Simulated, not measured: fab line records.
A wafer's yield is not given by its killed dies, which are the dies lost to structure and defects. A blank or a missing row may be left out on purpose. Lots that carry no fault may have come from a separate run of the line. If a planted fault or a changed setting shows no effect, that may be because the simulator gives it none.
A struck lot beside a sound one / flow nandHarc / 42 steps out of a route of 1159
Sound: the wafers L271.2, L271.4, L271.6. Wafers struck: L282.1, L282.3, L282.5. The cause comes at the end.
At each step with rows: each side's tool, then ch and its chambers, then its first start. Under that, the readings that differ: sound wafers / struck wafers / difference of the means / sigmas: that difference in standard deviations of wafers without a fault.
alike: readings with means less than 2 such deviations apart, plus words and numbers identical on both sides. not compared: withheld readings, readings lacking a value on some wafer, bounds such as >300 that could conceal the same value, and numbers that have no deviation in the record and whose values overlap.
Wherever a step has rows on one side only, a row that says differs or no value, or a row with sigmas, the two part there. Numbers that don't overlap but have no deviation are shown without sigmas and don't part them. Lack of a reading on every wafer of one side parts them only where that side has two or more wafers.

first, 5 steps without rows for these wafers: NHARC_A_SGD_CUT_PRECLEAN_18 (cleans in SC1); NHARC_A_SGD_CUT_SRD_19; NHARC_A_SGD_CUT_DEP_20 (deposits SiO2, target thk 150 nm); NHARC_A_SGD_CUT_ANNEAL_27 (time 1800 s); NHARC_A_SGD_CUT_CMP_21 (polishes, target thk 148.19 nm).
NHARC_A_SGD_CUT_THK_MEAS_22: measures by ellipsometry.
  struck on filmMetro-01, day 18 10:20; sound on filmMetro-02, day 15 10:02
  alike: thkNm
then, 3 steps without rows for these wafers: NHARC_A_SGD_CUT_SRD_23; NHARC_A_SGD_CUT_ETCH_26 (etches SiO2 in dHF, target depth 45.8 nm); NHARC_A_SGD_CUT_ETCHBACK_24 (etches the open film in CH3F/O2, target depth 50 nm, time 92.857 s).
NHARC_A_SGD_CUT_STRIP_28: strips in O2, time 20 s.
  sound on rieDiel-11 ch 0,1,3; struck on rieDiel-10 ch 1,2,3
reading=oesProductAu (a.u.); sound=0.995 0.982 0.978; struck=1.019 0.992 1.002; difference=+0.019; sigmas=+2
  alike: drypumpMotorCurrentA, rfVppV, showerheadPlenumPTorr, throttleValvePct
  not compared: rfHoursCounterH
NHARC_A_SGD_CUT_INSPECT_25:
  struck on defectInspect-01, day 18 10:50; sound on defectInspect-02, day 15 10:31
  alike: rawDefectCount
NHARC_A_SLIT_DEP_25: deposits SiO2, target thk 200 nm.
  sound on pecvd-04 ch 1,2, day 15 10:34; struck on pecvd-04 ch 0,1,2, day 18 10:54
  alike: flowSccm, heaterPowerW, rfFwdPowerW, throttleValvePct
NHARC_A_SLIT_DEP_00: deposits aC, target thk 3200 nm.
  sound on aclDep-01 ch 0, day 15 11:14; struck on aclDep-01 ch 0, day 18 11:14
  alike: throttleValvePct
then, 9 steps without rows for these wafers: NHARC_A_SLIT_DEP_23 (deposits SiON, target thk 100 nm); NHARC_A_SLIT_DEHYDRATE_01 (time 120 s); NHARC_A_SLIT_HMDS_02 (time 30 s); NHARC_A_SLIT_COAT_03 (resist thk 90 nm); NHARC_A_SLIT_SOFTBAKE_04 (time 55 s); NHARC_A_SLIT_EBR_05; NHARC_A_SLIT_EXPOSE_06 (exposes mask SLIT); NHARC_A_SLIT_PEB_07 (peb time 65 s); NHARC_A_SLIT_DEVELOP_08 (develop time 35 s).
NHARC_A_SLIT_CD_MEAS_09: target cd 300 nm.
  sound on cdSem-02 ch 0, day 15 13:33; struck on cdSem-01 ch 0, day 18 13:47
  alike: cdNm
NHARC_A_SLIT_OVL_MEAS_10:
  struck on overlay-02, day 18 13:52; sound on overlay-01, day 15 13:38
reading=overlayXNm (nm); sound=0.1 0.3 0.3; struck=-1.3 -1.5 -1.6; difference=-1.7; sigmas=-2
  alike: overlayYNm
NHARC_A_SLIT_INSPECT_11:
  struck on defectInspect-02, day 18 13:55; sound on defectInspect-02, day 15 13:40
reading=rawDefectCount; sound=11 15 8; struck=457 474 493; difference=+463; sigmas=+48
NHARC_A_SLIT_DESCUM_14: chemistry O2, time 3 s.
  sound on rieDiel-04 ch 0,2,3, day 15 13:44; struck on rieDiel-09 ch 0,1,2, day 18 13:58
  alike: drypumpMotorCurrentA, oesProductAu, rfVppV, showerheadPlenumPTorr, throttleValvePct
  not compared: rfHoursCounterH
then, 5 steps without rows for these wafers: NHARC_A_SLIT_ETCH_24 (etches the open film in CF4/CHF3, target depth 121 nm, time 60.5 s); NHARC_A_SLIT_ETCH_15 (etches the open film in O2/COS, target depth 3200 nm, time 832 s); NHARC_A_SLIT_ETCH_17 (etches the open film in C4F8/O2/Ar, time 1687.5 s, target depth 10100 nm); NHARC_A_SLIT_ETCH_26 (etches the open film in C4F8/O2/Ar, time 90 s, target depth 400 nm); NHARC_A_SLIT_STRIP_28 (strips in O2/COS).
NHARC_A_SLIT_ETCH_29: etches the open film in CF4/O2, target depth 100 nm, overetch 10 nm, time 55 s.
  sound on rieDiel-12 ch 0,3, day 15 16:35; struck on rieDiel-12 ch 2,3, day 18 17:01
  alike: drypumpMotorCurrentA, oesProductAu, rfFwdPowerW, rfVppV, showerheadPlenumPTorr, throttleValvePct
  not compared: rfHoursCounterH
NHARC_A_SLIT_STRIP_18: strips in O2.
  sound on rieDiel-12 ch 1,2,3; struck on rieDiel-12 ch 1,3
  alike: drypumpMotorCurrentA, oesProductAu, rfVppV, showerheadPlenumPTorr, throttleValvePct
  not compared: rfHoursCounterH
then, 2 steps without rows for these wafers: NHARC_A_SLIT_PRECLEAN_19 (cleans in SC1); NHARC_A_SLIT_SRD_20.
NHARC_A_SLIT_CD_MEAS_21:
  struck on cdSem-01, day 18 17:33; sound on cdSem-01, day 15 17:08
  alike: cdNm
then, 3 steps without rows for these wafers: NHARC_A_SIN_REMOVE_WET_00 (chemistry H3PO4, time 15300 s); NHARC_A_SIN_REMOVE_PRECLEAN_01 (cleans in SC1); NHARC_A_SIN_REMOVE_SRD_02.
NHARC_A_SIN_REMOVE_INSPECT_04:
  struck on defectInspect-02, day 19 01:13; sound on defectInspect-01, day 16 00:49
reading=rawDefectCount; sound=695 415 326; struck=888 853 776; difference=+360; sigmas=+4
then, 1 step without rows for these wafers: NHARC_A_WL_FILL_ALD_00 (deposits Al2O3, target thk 3 nm, pulse time 3 s, ald cycles 30).
-- jump in the record: it breaks off in module A_WL_FILL and resumes in module END (first step shown: number 1159 of the route), and 5 days separate the struck wafers' starts before and after --
NHARC_END_SORT_01:
  at this point the record logs the struck wafers (prober-01 ch 0, day 23 19:40) and has no rows for the sound ones

== WHERE THEY PART ==
First at NHARC_A_SGD_CUT_STRIP_28; last, within this record, at NHARC_END_SORT_01.

WHY: what the simulator had put in
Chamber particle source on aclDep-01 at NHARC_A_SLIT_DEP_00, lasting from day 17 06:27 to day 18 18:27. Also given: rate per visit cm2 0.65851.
